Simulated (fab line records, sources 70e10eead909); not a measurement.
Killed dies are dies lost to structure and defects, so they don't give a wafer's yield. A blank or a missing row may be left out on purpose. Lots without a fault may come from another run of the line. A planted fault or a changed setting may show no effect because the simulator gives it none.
A struck lot beside a sound one | flow nand_harc | 14 steps out of a route of 1302
Sound: wafers L691.2, L691.5, L691.6. Struck: wafer L697.6. The cause comes at the end.
At each step with rows: each side's tool, then ch and its chambers, then its first start. Under that, the readings that differ: sound wafers | struck wafers | difference of the means | sigmas: that difference in standard deviations of wafers without a fault.
alike: readings whose means differ by less than 2 such deviations, and words and numbers that are the same on both sides. not compared: withheld readings, readings that some wafer has no value for, bounds like >300 that may hide the same value, and numbers for which the record gives no deviation and whose values overlap.
The two part at a step that has a row with sigmas, a row that says differs or no value, or rows on one side only. Numbers that don't overlap but have no deviation are shown without sigmas and don't part them. A reading that every wafer of one side lacks parts them only if that side has two wafers or more.

first, 8 steps without rows for these wafers: NHARC_P_GATE_DEHYDRATE_18 (time 120 s); NHARC_P_GATE_HMDS_19 (time 30 s); NHARC_P_GATE_COAT_20 (resist thk 90 nm); NHARC_P_GATE_SOFTBAKE_21 (time 55 s); NHARC_P_GATE_EBR_22; NHARC_P_GATE_EXPOSE_23 (exposes mask P GATE, target cd 120 nm); NHARC_P_GATE_PEB_24 (peb time 65 s); NHARC_P_GATE_DEVELOP_25 (develop time 35 s).
NHARC_P_GATE_CD_MEAS_26: target cd 120 nm.
  sound on cd_sem-03 ch 0, day 8 20:40; struck on cd_sem-01 ch 0, day 11 01:21
  reading    | sound             | struck | difference | sigmas
  cd_nm (nm) | 121.3 120.2 120.3 | 118.7  | -1.9       | -3
NHARC_P_GATE_OVL_MEAS_27:
  sound on overlay-02, day 8 20:46; struck on overlay-02, day 11 01:26
  alike: overlay_x_nm, overlay_y_nm
NHARC_P_GATE_INSPECT_28:
  sound on defect_inspect-01, day 8 20:47; struck on defect_inspect-01, day 11 01:28
  alike: raw_defect_count
NHARC_P_GATE_DESCUM_31: chemistry O2, time 3 s.
  sound on rie_diel-07 ch 0,1,3, day 8 20:52; struck on rie_diel-07 ch 2, day 11 01:34
  alike: drypump_motor_current_A, oes_product_au, rf_vpp_V, showerhead_plenum_p_Torr, throttle_valve_pct
  not compared: rf_hours_counter_h
NHARC_P_GATE_ETCH_104: etches the open film in CF4/CHF3, target depth 60 nm.
  sound on rie_diel-07 ch 0,2,3, day 8 20:57; struck on rie_diel-07 ch 0, day 11 01:39
  reading                 | sound             | struck | difference | sigmas
  oes_product_au (a.u.)   | 0.934 0.922 0.950 | 1.199  | +0.264     | +12
  rf_fwd_power_W (W)      | 489.4 493.9 487.6 | 689.5  | +199.2     | +74
  model.P_GATE.cd_nm (nm) | 120.7 119.8 120.8 | 116.8  | -3.6       |
  alike: drypump_motor_current_A, rf_vpp_V, showerhead_plenum_p_Torr, throttle_valve_pct
NHARC_P_GATE_HM_OPEN_105: chemistry O2/COS, target depth 360 nm.
  sound on rie_diel-07 ch 0,1; struck on rie_diel-07 ch 0
  alike: cos_flow_sccm, drypump_motor_current_A, oes_product_au, rf_fwd_power_W, rf_vpp_V, showerhead_plenum_p_Torr, throttle_valve_pct
  not compared: rf_hours_counter_h

WHERE THEY PART
First at NHARC_P_GATE_CD_MEAS_26; last, within this record, at NHARC_P_GATE_ETCH_104. Later steps at which nothing parts them and some readings are alike: NHARC_P_GATE_HM_OPEN_105.

WHY: what the simulator had put in
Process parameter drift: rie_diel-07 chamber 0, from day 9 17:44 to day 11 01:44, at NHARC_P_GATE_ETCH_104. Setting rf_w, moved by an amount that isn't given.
